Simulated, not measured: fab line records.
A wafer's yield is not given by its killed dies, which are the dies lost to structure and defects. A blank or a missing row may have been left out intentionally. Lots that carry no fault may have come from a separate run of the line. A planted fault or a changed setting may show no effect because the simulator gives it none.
fab line records    flow n5_finfet
[record] lots = 5  wafers = 15  last_day = 16
route steps=1938 shown BEOL_M15@1821 PASS1_DEP@1831 MIM_BOT@1832 MIM_TOP@1834
lots with no fault: from the same line, run without faults
start_h: start of the lot's first displayed wafer, in hours after the record's first day    wait_h: hours since the lot's step before    " identical to the entry in the row above    L1.1+2: a single row standing in for several wafers    - no value present, or no start provided    * or withheld: withheld    < > ~ a bound
route shown NAME@n: names a module that has steps shown in the file, with the first one's number in the route    usual: mean/standard deviation taken from wafers without a fault    same: alike in all rows    chamber/n: place in a boat    sites: each site's reading    _std_site: how widely they spread, as a standard deviation    _edge_site: inner sites' mean taken away from outer sites' mean    radius_mm: for every site, how far away it sits from the centre of the wafer    mask NAME#n: copy n    behind: the most recent tool/chamber to have shaped the wafer    hold: the reason the lot was held/the length of the hold in hours/how it ended    device: which transistor (n, p or np) failed to switch    end of line: at the end of the route, the tests of the same wafers    for a step that has no rows: nothing shown but its recipe    killed: at the first sort, the dies lost to defects and structure; wafer yield is something else    map: shows each die of a wafer: x if killed, . if not, _ if none is there
set.NAME: the setting that was run; set.NAME@STEP: the one run at that earlier step    model.NAME: the simulator's own value behind a step, which no gauge read
lots at selected steps of the route; one table per step, one row per wafer
services: when a tool's chamber went out of use (start_h, in hours from the record's first day, below 0 if earlier), for how many hours, and the reason
[[steps]]
[step N5_BEOL_M15_SPUTTER_45]
[recipe] material = Cu  target_thk_a = 1000  temp_c = -20  bias_v = 60  power_w = 26000  chamber_pressure_pa = 0.13  time_s = 16.67
[usual] chuck_sensor_temp_C = -15.8/0.53  susceptor_temp_C = -20.01/0.11  throttle_valve_pct = 30.3/0.44
lot.wafer  tool            chamber  start_h  wait_h  chuck_sensor_temp_C  susceptor_temp_C  throttle_valve_pct
L504.4     pvd_sputter-02  -        262.79   0.0     -14.9                -19.91            30.8
L504.5     "               -        "        "       -16.1                -20.05            30.3
L504.6     "               -        "        "       -15.1                -19.77            30.8
L505.1     pvd_sputter-03  -        271.31   0.0     -16.3                -19.88            30.5
L505.2     "               -        "        "       -15.8                -19.90            30.0
L505.5     "               -        "        "       -15.6                -20.01            29.6
L514.4     pvd_sputter-01  -        320.02   0.0     -16.1                -19.93            30.3
L514.5     "               -        "        "       -15.4                -20.09            29.5
L514.6     "               -        "        "       -16.5                -20.13            30.4
L520.2     pvd_sputter-01  -        356.71   0.0     -16.2                -19.84            30.2
L520.3     "               -        "        "       -16.5                -20.02            30.3
L520.5     "               -        "        "       -15.3                -20.07            30.7
L521.1     pvd_sputter-03  -        369.29   0.0     -15.9                -19.99            29.9
L521.2     "               -        "        "       -16.0                -20.04            30.2
L521.5     "               -        "        "       -16.1                -20.11            30.2
[step N5_BEOL_M15_ECD_47]
[recipe] material = Cu  target_thk_a = 18600
[step N5_BEOL_M15_ANNEAL_48]
[recipe] temp_c = 225  time_s = 90  ambient = N2
[usual] wafer_temp_C_max = 226.2/0.3
lot.wafer  tool           chamber  start_h  wait_h  wafer_temp_C_max
L504.4     rtp_anneal-01  0        263.28   0.2     226.5
L504.5     "              0        "        "       226.0
L504.6     "              0        "        "       226.0
L505.1     rtp_anneal-01  0        271.67   0.2     227.2
L505.2     "              0        "        "       226.3
L505.5     "              0        "        "       226.7
L514.4     rtp_anneal-02  0        320.51   0.2     225.8
L514.5     "              0        "        "       226.1
L514.6     "              0        "        "       226.0
L520.2     rtp_anneal-02  0        357.11   0.2     226.1
L520.3     "              0        "        "       226.1
L520.5     "              0        "        "       226.0
L521.1     rtp_anneal-01  0        369.66   0.2     226.3
L521.2     "              0        "        "       226.7
L521.5     "              0        "        "       226.4
[step N5_BEOL_M15_CMP_49]
[recipe] stop_on = SiO2  t_overpolish_s = 4.9  down_force_psi = 2  platen_rpm = 80  clearing_platen_down_force_psi = 2  clearing_platen_rpm = 80  post_cmp_clean = cu_alkaline  target_thk_nm = 850  clearing_platen_pad_velocity_m_s = 1.5917  pad_velocity_m_s = 1.5917
[step N5_BEOL_M15_THK_MEAS_50]
[recipe] thk_meas_gauge = xrf  reads = Cu_of_BEOL_M15_ECD_47
[usual] M15_THK = 843/14
lot.wafer  tool           chamber  start_h  wait_h  M15_THK[nm]
L504.4     film_metro-02  -        263.74   -       840
L504.5     "              -        "        "       832
L504.6     "              -        "        "       850
L505.1     film_metro-01  -        272.26   -       828
L505.2     "              -        "        "       820
L505.5     "              -        "        "       815
L514.4     film_metro-01  -        320.97   -       849
L514.5     "              -        "        "       860
L514.6     "              -        "        "       855
L520.2     film_metro-01  -        357.66   -       846
L520.3     "              -        "        "       834
L520.5     "              -        "        "       869
L521.1     film_metro-02  -        370.25   -       828
L521.2     "              -        "        "       846
L521.5     "              -        "        "       824
[step N5_BEOL_M15_PRE_CLEAN_52]
[recipe] gas = NH3  time_s = 15  temp_c = withheld  rf_power_w = 300
[step N5_BEOL_M15_DEP_53]
[recipe] material = SiCN  target_thk_a = 500  temp_c = withheld  precursor = 3MS/NH3  pressure_torr = 3  rf_w = 675  time_s = 17.8
[usual] showerhead_plenum_p_Torr = 4.170/0.017  throttle_valve_pct = 17.6/1
lot.wafer  tool      chamber  start_h  wait_h  showerhead_plenum_p_Torr  since_wet_clean_h  throttle_valve_pct
L504.4     pecvd-03  2        263.82   0.0     4.163                     -                  16.3
L504.5     "         0        "        "       4.175                     -                  17.1
L504.6     "         1        "        "       4.184                     -                  18.0
L505.1     pecvd-04  0        272.33   0.0     4.159                     1339               19.7
L505.2     "         1        "        "       4.179                     2064               17.2
L505.5     "         1        "        "       4.174                     -                  17.3
L514.4     pecvd-04  2        321.05   0.0     4.166                     -                  17.2
L514.5     "         0        "        "       4.152                     -                  19.9
L514.6     "         1        "        "       4.178                     -                  17.1
L520.2     pecvd-03  0        357.72   0.0     4.172                     1062               17.4
L520.3     "         1        "        "       4.191                     1787               17.9
L520.5     "         2        "        "       4.161                     -                  16.2
L521.1     pecvd-03  0        370.32   0.0     4.179                     1074               17.2
L521.2     "         2        "        "       4.161                     293                16.3
L521.5     "         1        "        "       4.207                     -                  18.0
[step N5_BEOL_M15_RS_MEAS_54]
[recipe] thk_meas_gauge = four-point-probe  reads = Cu_of_BEOL_M15_ECD_47+Ta_of_BEOL_M15_SPUTTER_44+TaN_of_BEOL_M15_SPUTTER_43
[usual] M15_RS = 0.0215/0.00032
lot.wafer  tool           chamber  start_h  wait_h  M15_RS[ohm/sq]
L504.4     film_metro-02  -        263.87   0.0     0.0217
L504.5     "              -        "        "       0.0219
L504.6     "              -        "        "       0.0214
L505.1     film_metro-01  -        272.39   0.0     0.0219
L505.2     "              -        "        "       0.0220
L505.5     "              -        "        "       0.0220
L514.4     film_metro-01  -        321.10   0.0     0.0213
L514.5     "              -        "        "       0.0210
L514.6     "              -        "        "       0.0211
L520.2     film_metro-02  -        357.79   0.1     0.0216
L520.3     "              -        "        "       0.0219
L520.5     "              -        "        "       0.0209
L521.1     film_metro-02  -        370.38   0.0     0.0218
L521.2     "              -        "        "       0.0213
L521.5     "              -        "        "       0.0219
[step N5_BEOL_M15_INSPECT_55]
[recipe] inspect_instrument = darkfield  mode = post_dep
[usual] raw_defect_count = 68/22
lot.wafer  tool               chamber  start_h  wait_h  raw_defect_count
L504.4     defect_inspect-01  -        263.90   0.0     33
L504.5     "                  -        "        "       36
L504.6     "                  -        "        "       46
L505.1     defect_inspect-01  -        272.42   0.0     74
L505.2     "                  -        "        "       58
L505.5     "                  -        "        "       84
L514.4     defect_inspect-02  -        321.13   0.0     31
L514.5     "                  -        "        "       27
L514.6     "                  -        "        "       43
L520.2     defect_inspect-02  -        357.82   0.0     52
L520.3     "                  -        "        "       61
L520.5     "                  -        "        "       47
L521.1     defect_inspect-02  -        370.41   0.0     79
L521.2     "                  -        "        "       56
L521.5     "                  -        "        "       67
[step N5_BEOL_M15_RC_MEAS_101]
[usual] COMB_M10 = 1.5e-11/3.5e-12  COMB_M11 = 1.5e-11/3.1e-12  COMB_M12 = 6.1e-12/1.5e-12  COMB_M13 = 4.9e-12/1e-12  COMB_M14 = 3.6e-12/9.2e-13  COMB_M15 = 2.5e-12/7.2e-13  COMB_M15_max_site = 3.6e-12/1e-12  COMB_M5 = 3.6e-11/8.2e-12  COMB_M6 = 2.4e-11/4.7e-12  COMB_M7 = 2.6e-11/5.5e-12  COMB_M8 = 2.5e-11/5.1e-12  COMB_M8_max_site = 3.6e-11/8.4e-12  COMB_M9 = 1.45e-11/2.6e-12  SERP_M10 = 3.06/0.083  SERP_M11 = 3.07/0.061  SERP_M12 = 0.637/0.015  SERP_M13 = 0.308/0.0056  SERP_M14 = 0.160/0.0033  SERP_M5 = 38.7/1.3  SERP_M6 = 13.6/0.48  SERP_M7 = 13.8/0.4  SERP_M8 = 13.9/0.48  SERP_M9 = 3.05/0.063
lot.wafer  tool       chamber  start_h  wait_h  COMB_M10[S/m]  COMB_M11[S/m]  COMB_M12[S/m]  COMB_M13[S/m]  COMB_M14[S/m]  COMB_M15[S/m]  COMB_M15_max_site[S/m]  COMB_M5[S/m]  COMB_M6[S/m]  COMB_M7[S/m]  COMB_M8[S/m]  COMB_M8_max_site[S/m]  COMB_M9[S/m]  SERP_M10[ohm/um]  SERP_M11[ohm/um]  SERP_M12[ohm/um]  SERP_M13[ohm/um]  SERP_M14[ohm/um]  SERP_M5[ohm/um]  SERP_M6[ohm/um]  SERP_M7[ohm/um]  SERP_M8[ohm/um]  SERP_M9[ohm/um]
L504.4     prober-01  0        264.38   0.5     1e-11          1.8e-11        5.4e-12        5.3e-12        2.1e-12        1.8e-12        2.3e-12                 2.6e-11       1.8e-11       2e-11         2.3e-11       3.9e-11                1.24e-11      3.05              3.11              0.625             0.307             0.166             38.6             14.0             14.0             13.9             3.06
L504.5     "          0        "        "       1.7e-11        1.9e-11        8.3e-12        4.8e-12        3.1e-12        2.1e-12        2.5e-12                 2.4e-11       2.3e-11       2.6e-11       2.5e-11       3.1e-11                1.36e-11      3.12              2.98              0.648             0.317             0.158             40.4             13.3             14.2             14.5             3.11
L504.6     "          0        "        "       1.7e-11        2.4e-11        4.5e-12        5.1e-12        3.3e-12        2.5e-12        4.2e-12                 2.9e-11       1.5e-11       2.7e-11       2.8e-11       5.1e-11                1.46e-11      3.06              3.03              0.644             0.308             0.163             38.2             13.7             14.0             13.9             3.09
L505.1     prober-01  0        272.44   0.0     9e-12          1.8e-11        3.8e-12        4.3e-12        3.5e-12        2.1e-12        3.7e-12                 3.5e-11       2.3e-11       3.3e-11       3.2e-11       6.3e-11                1.41e-11      3.12              3.11              0.658             0.318             0.165             37.4             13.8             13.6             14.0             2.92
L505.2     "          0        "        "       1.1e-11        1.6e-11        6e-12          4.1e-12        3.1e-12        1.8e-12        2.2e-12                 4.8e-11       2.6e-11       1.7e-11       2.7e-11       3.9e-11                1.82e-11      3.10              3.13              0.616             0.317             0.160             40.0             12.7             13.3             14.1             3.03
L505.5     "          0        "        "       1e-11          1.3e-11        6.5e-12        4.7e-12        3.3e-12        1.8e-12        2.6e-12                 3.3e-11       2.6e-11       2e-11         2.2e-11       2.8e-11                1.13e-11      3.18              2.96              0.651             0.319             0.158             39.4             13.5             13.6             13.8             3.00
L514.4     prober-01  0        321.61   0.5     1.3e-11        1.4e-11        6.9e-12        5.6e-12        1.7e-12        1.3e-12        1.8e-12                 3.2e-11       2.8e-11       3e-11         2.2e-11       2.6e-11                1.22e-11      3.12              3.10              0.655             0.307             0.159             37.7             14.2             14.0             13.9             2.97
L514.5     "          0        "        "       1.5e-11        2.9e-11        6.8e-12        6.2e-12        2.5e-12        1.3e-12        2.7e-12                 3.4e-11       2e-11         3.2e-11       2.1e-11       2.9e-11                1.86e-11      2.99              3.06              0.658             0.310             0.160             38.1             13.2             14.4             13.8             2.98
L514.6     "          0        "        "       1.4e-11        1.3e-11        5.7e-12        4.2e-12        3.1e-12        2e-12          2.9e-12                 3.8e-11       2.4e-11       3.3e-11       2.1e-11       3e-11                  1.15e-11      3.00              3.14              0.661             0.318             0.158             37.4             14.0             13.5             13.3             3.00
L520.2     prober-02  0        358.00   0.2     1.2e-11        1.4e-11        9.2e-12        5.1e-12        3.5e-12        3e-12          4.7e-12                 2.7e-11       2.1e-11       2.5e-11       2.7e-11       4.1e-11                1.31e-11      3.01              3.07              0.613             0.310             0.161             37.0             13.8             13.1             13.5             3.11
L520.3     "          0        "        "       2.2e-11        1e-11          6.1e-12        4.8e-12        4e-12          3.4e-12        4.3e-12                 2.9e-11       2.1e-11       2.2e-11       2.3e-11       3.3e-11                1.23e-11      3.02              3.15              0.641             0.307             0.163             38.8             13.7             14.2             13.8             2.97
L520.5     "          0        "        "       1.8e-11        9e-12          6.8e-12        4.9e-12        3.7e-12        2.9e-12        3.5e-12                 5.2e-11       2.6e-11       2.8e-11       3.1e-11       4.7e-11                1.57e-11      2.98              3.09              0.642             0.307             0.164             40.1             13.6             13.5             13.5             3.05
L521.1     prober-01  0        370.43   0.0     1.2e-11        1.9e-11        3.4e-12        4.4e-12        2.6e-12        2.2e-12        3.6e-12                 3e-11         1.8e-11       2.9e-11       3.6e-11       4.6e-11                1.25e-11      3.02              3.01              0.641             0.318             0.159             37.4             13.6             13.3             15.1             3.12
L521.2     "          0        "        "       1.3e-11        1.4e-11        5.5e-12        3.5e-12        3e-12          2.3e-12        2.7e-12                 4.2e-11       3.1e-11       2.3e-11       3e-11         3.4e-11                1.55e-11      3.02              3.03              0.633             0.312             0.160             39.9             13.3             13.9             14.2             3.17
L521.5     "          0        "        "       1.2e-11        1.7e-11        4.9e-12        4.7e-12        3.5e-12        2e-12          2.7e-12                 3.9e-11       2.7e-11       2.6e-11       2.8e-11       4.1e-11                1.5e-11       3.10              3.17              0.622             0.317             0.163             40.0             13.2             13.6             13.8             3.05
[step N5_PASSIVATION_PECVD_00]
[recipe] material = SiO2  target_thk_a = 2000  temp_c = 400  precursor = SiH4/N2O  pressure_torr = 2.7  rf_w = 608  time_s = 11.2
[usual] heater_power_outer_w = 376/53  heater_power_w = 660/84  showerhead_plenum_p_Torr = 8.22/0.076  susceptor_temp_C = 400.03/0.21  throttle_valve_pct = 50/3
lot.wafer  tool      chamber  start_h  wait_h  heater_power_outer_w  heater_power_w  showerhead_plenum_p_Torr  since_wet_clean_h  susceptor_temp_C  throttle_valve_pct
L504.4     pecvd-04  2        264.91   0.4     415                   708             8.23                      -                  400.16            48
L504.5     "         1        "        "       369                   617             8.20                      -                  399.86            49
L504.6     "         0        "        "       484                   772             8.16                      -                  400.04            56
L505.1     pecvd-03  2        273.42   0.8     338                   578             8.18                      196                400.24            46
L505.2     "         1        "        "       416                   817             8.32                      1702               399.95            51
L505.5     "         2        "        "       337                   586             8.18                      -                  400.10            46
L514.4     pecvd-01  0        322.13   0.4     409                   711             8.08                      -                  399.73            56
L514.5     "         1        "        "       368                   622             8.04                      -                  400.11            50
L514.6     "         2        "        "       363                   707             8.23                      -                  399.94            51
L520.2     pecvd-03  0        358.81   0.7     332                   569             8.23                      1063               400.16            49
L520.3     "         2        "        "       307                   527             8.18                      282                400.21            47
L520.5     "         1        "        "       346                   689             8.34                      -                  400.30            51
L521.1     pecvd-03  2        371.41   0.8     400                   657             8.18                      294                399.86            46
L521.2     "         1        "        "       343                   706             8.32                      1800               399.83            51
L521.5     "         2        "        "       408                   644             8.21                      -                  400.73            46
[step N5_MIM_BOT_DEGAS_01]
[recipe] ambient = vacuum  temp_c = 300  time_s = 60
[step N5_MIM_BOT_SPUTTER_00]
[recipe] material = TiN  target_thk_a = 350  temp_c = 200  power_w = 3000  chamber_pressure_pa = 0.49996  gas = Ar  reactive_partial_pa = 0.37997  time_s = 89.7
[usual] susceptor_temp_C = 199.99/0.14  throttle_valve_pct = 30.4/0.44
lot.wafer  tool            chamber  start_h  wait_h  susceptor_temp_C  throttle_valve_pct  model.TiN_of_MIM_BOT_SPUTTER_00.thk_nm
L504.4     pvd_sputter-02  -        265.42   0.0     200.03            30.7                34.8
L504.5     "               -        "        "       200.10            30.9                34.8
L504.6     "               -        "        "       200.01            30.3                34.8
L505.1     pvd_sputter-02  -        274.13   0.0     199.79            30.5                35
L505.2     "               -        "        "       199.85            30.3                35
L505.5     "               -        "        "       199.84            30.8                34.8
L514.4     pvd_sputter-02  -        323.36   0.0     199.79            30.6                35.4
L514.5     "               -        "        "       200.26            30.9                50.6
L514.6     "               -        "        "       199.85            30.2                35.4
L520.2     pvd_sputter-01  -        359.13   0.0     200.01            30.4                35
L520.3     "               -        "        "       199.93            30.5                35
L520.5     "               -        "        "       200.17            30.4                35
L521.1     pvd_sputter-03  -        371.91   0.0     199.91            30.0                35.6
L521.2     "               -        "        "       199.93            30.3                35.2
L521.5     "               -        "        "       199.89            30.1                35.4
[step N5_MIM_TOP_ALD_00]
[recipe] material = Al2O3  target_thk_a = *  temp_c = withheld  ald_precursor_family = TMA  ald_co_reactant = O3  pulse_time_s = withheld  purge_time_s = 3  co_reactant_purge_time_s = withheld  co_reactant_pulse_time_s = 3  ald_cycles = withheld
[usual] precursor_pulse_height_rel = 1.001/0.02
lot.wafer  tool       chamber  start_h  wait_h  precursor_pulse_height_rel
L504.4     ald_hk-02  0        265.52   0.1     1.034
L504.5     "          3        "        "       0.998
L504.6     "          0        "        "       1.040
L505.1     ald_hk-02  2        274.23   0.1     1.004
L505.2     "          3        "        "       1.022
L505.5     "          2        "        "       0.996
L514.4     ald_hk-02  0        323.46   0.1     0.999
L514.6     "          2        "        "       0.975
L520.2     ald_hk-03  0        359.23   0.1     1.002
L520.3     "          3        "        "       1.049
L520.5     "          0        "        "       1.012
L521.1     ald_hk-01  0        372.01   0.1     1.038
L521.2     "          2        "        "       0.992
L521.5     "          2        "        "       0.993
[[services]]
tool            chamber  start_h  hours  kind
pecvd-01        2        244.65   5.5    scheduled_down
pecvd-01        -        256.49   0.9    repair
pecvd-03        2        257.80   5.5    scheduled_down
pecvd-01        0        266.89   2.1    scheduled_down
ald_hk-03       -        271.30   0.7    repair
ald_hk-03       -        277.22   8.7    pm
pecvd-04        0        295.56   5.0    scheduled_down
pvd_sputter-03  -        316.18   2.9    repair
pecvd-03        2        323.59   2.1    scheduled_down
rtp_anneal-02   -        349.02   1.1    pm
ald_hk-02       -        350.11   6.0    pm
pecvd-04        1        353.22   -      clean
pecvd-04        1        353.22   29.5   scheduled_down
pecvd-04        1        353.22   29.5   vent_cycle
[[key]]
first_sign none at tools or gauges
[model_effect] step = N5_MIM_BOT_SPUTTER_00  value = TiN_of_MIM_BOT_SPUTTER_00.thk_nm  without = 35.6  struck = 50.6
met_at N5_MIM_BOT_SPUTTER_00
struck_wafers L514.5
later_rows_left_out L514.5
sort_left_out L514.5
onset_between 274.13 323.36
[fault] kind = process_parameter_drift  tool = pvd_sputter-02  chamber = -  onset_h = 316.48  steps = N5_MIM_BOT_SPUTTER_00  channel = time_s  offset = *  shape = step  end_h = 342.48  scope = struck_wafers_only  acts_in = *  stated = *
// sort_left_out: the simulated sort isn't trusted on such a fault, so these wafers' sort isn't shown, and their yield isn't known
// later_rows_left_out: the simulator's readings of these wafers behind a module that went badly wrong aren't trusted and aren't shown, but for the sort
